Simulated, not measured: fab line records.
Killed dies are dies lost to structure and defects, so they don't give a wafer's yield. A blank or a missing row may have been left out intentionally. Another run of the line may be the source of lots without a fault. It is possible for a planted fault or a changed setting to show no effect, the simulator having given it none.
Chamber matching -- flow nand harc -- NHARC_P_CONTACT_STRIP_28 on rie diel-12: 4 sister chambers
The step strips in O2. 8 wafers are shown with their chamber, then 9 later ones without.

== EACH WAFER AND ITS CHAMBER ==
wafer,chamber,showerhead plenum p Torr (Torr),drypump motor current A (A)
L085.4,0,3.54,5.4
L089.4,2,3.59,5.6
L089.6,1,3.69,5.4
L088.3,0,3.54,5.4
L088.5,3,3.32,6.4
L093.1,1,3.69,5.4
L093.2,3,3.31,6.4
L093.4,2,3.59,5.5

== WAFERS WITHOUT THEIR CHAMBER ==
wafer,showerhead plenum p Torr (Torr),drypump motor current A (A)
L095.1,3.59,5.6
L095.5,3.31,6.4
L095.6,3.53,5.4
L094.2,3.31,6.4
L094.3,3.53,5.4
L094.6,3.59,5.6
L096.3,3.59,5.6
L096.4,3.69,5.4
L096.6,3.68,5.4

== CHAMBER TAKEN BY EACH ==
wafer,from the rows above,in truth
L095.1,2,2
L095.5,3,3
L095.6,0,0
L094.2,3,3
L094.3,0,0
L094.6,2,2
L096.3,2,2
L096.4,1,1
L096.6,1,1
Correct placement for 9 of the 9. Number that these rows cannot place: 0. Placed wrongly: 0.
How it was worked out, from the rows above alone: a wafer's distance from a chamber is the root of the sum, over the readings, of the square of ((its reading less the chamber's mean) divided by the reading's scatter). The wafer belongs to the nearest chamber; if the next one is less than 2 further off, it can't be placed. The mean given for a chamber averages the wafers shown for that chamber. The scatter: take each reading less its chamber's mean, square it, sum over the shown wafers, divide by the number of wafers less the number of chambers, and take the root.
